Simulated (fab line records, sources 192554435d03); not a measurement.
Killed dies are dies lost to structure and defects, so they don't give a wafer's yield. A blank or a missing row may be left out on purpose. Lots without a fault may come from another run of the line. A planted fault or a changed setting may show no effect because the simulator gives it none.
Split-lot experiment | flow n5_finfet | 7 lots, 21 wafers read, on a route of 1938 steps

THE SPLIT
At N5_BEOL_M3_ETCH_70 (etches SOC in N2/H2, target depth 80 nm, overetch 16 nm, time 120 s), the setting time_s was moved away from the recipe's 120 s on 5 of the 21 wafers read, by -7.9% to +21.5%. The other wafers ran this setting at the recipe's value.

The reading is taken at the split's own step.

THE READING
SiARC_of_BEOL_M3_COAT_68.thk_nm (the simulator's own value, which no gauge read), in nm, at N5_BEOL_M3_ETCH_70 (etches SOC in N2/H2, target depth 80 nm, overetch 16 nm, time 120 s). The file gives no usual value for it. The 16 wafers here that ran the recipe average 6.4 nm, standard deviation 0.16 nm.

wafer  | tool, chamber at the split | time_s as run, s | against the recipe | SiARC_of_BEOL_M3_COAT_68.thk_nm, nm | against lot-mates on the recipe
L080.1 | rie_diel-02, 3             | 120              | recipe             | 6.6                                 | -
L080.4 | rie_diel-02, 0,3           | 145.8            | +21.5%             | 5.4                                 | -1.2
L080.5 | rie_diel-02, 0,3           | 145.8            | +21.5%             | 5.4                                 | -1.2
L083.3 | rie_diel-02, 0,3           | 120              | recipe             | 6.6                                 | -
L083.6 | rie_diel-02, 0,3           | 120              | recipe             | 6.6                                 | -
L083.4 | rie_diel-02, 1             | 110.5            | -7.9%              | 6.8                                 | +0.2
L087.2 | rie_diel-01, 0             | 120              | recipe             | 6.2                                 | -
L087.3 | rie_diel-01, 1             | 120              | recipe             | 6.4                                 | -
L087.5 | rie_diel-01, 1             | 120              | recipe             | 6.4                                 | -
L091.2 | rie_diel-01, 2             | 120              | recipe             | 6.2                                 | -
L091.5 | rie_diel-01, 2             | 120              | recipe             | 6.2                                 | -
L091.6 | rie_diel-01, 3             | 120              | recipe             | 6.4                                 | -
L095.3 | rie_diel-01, 3             | 133.8            | +11.5%             | 5.8                                 | -0.4
L095.4 | rie_diel-01, 2             | 120              | recipe             | 6.2                                 | -
L095.5 | rie_diel-01, 3             | 133.8            | +11.5%             | 5.6                                 | -0.6
L096.1 | rie_diel-03, 0,2           | 120              | recipe             | 6.6                                 | -
L096.3 | rie_diel-03, 0,2           | 120              | recipe             | 6.6                                 | -
L096.6 | rie_diel-03, 3             | 120              | recipe             | 6.4                                 | -
L097.4 | rie_diel-03, 1,2           | 120              | recipe             | 6.6                                 | -
L097.5 | rie_diel-03, 1,2           | 120              | recipe             | 6.6                                 | -
L097.6 | rie_diel-03, 3             | 120              | recipe             | 6.4                                 | -
Where a row lists several chambers, the file gives one row for several wafers and doesn't say which wafer went through which chamber.

THE FIT
A straight line over all 21 wafers: SiARC_of_BEOL_M3_COAT_68.thk_nm changes by -0.051 nm for each +1% of time_s; r = -0.92; the points scatter about the line by 0.16 nm.
The same after taking each lot's own level away (the mean of its wafers on the recipe; 21 wafers): -0.0512 nm for each +1%; r = -0.97; scatter 0.1 nm.
On that fit, the largest move of time_s shifts the reading by 1.1 nm.
The lots' own levels span 6.20 to 6.60 nm, that is 2.5 times the standard deviation above.
So the lot-to-lot level changes the slope little: the two slopes agree.
Check: with one of the wafers moved furthest among these (+21.5%) left out of the fit, the line predicts -1.06 nm for it against its lot-mates. It came out at -1.2 nm against them.

OTHER SPLITS ON THESE WAFERS
These wafers also went through other splits before the reading. Each is held against what the fit with the lots' levels taken away leaves over:
other split on the same wafers          | wafers away from the commonest value | r with SiARC_of_BEOL_M3_COAT_68.thk_nm (lot level and that fit taken away)
N5_BEOL_M0_SAQP_PECVD_96 time_s         | 7                                    | +0.14
N5_BEOL_M0_SAQP_ETCH_106 target_depth_a | 8                                    | +0.06
N5_BEOL_M0_SAQP_ETCH_107 bias_w         | 6                                    | -0.17
N5_BEOL_M1_COAT_68 spin_rpm             | 3                                    | +0.06
N5_BEOL_M1_EXPOSE_25 dose_mj            | 3                                    | -0.33
N5_BEOL_M2_EXPOSE_08 dose_mj            | 4                                    | -0.12
N5_BEOL_M2_DESCUM_16 time_s             | 9                                    | -0.28

THE FILE'S OWN FIT
SiARC_of_BEOL_M3_COAT_68.thk_nm changes by -0.0504 nm for each +1% of time_s, r = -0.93.
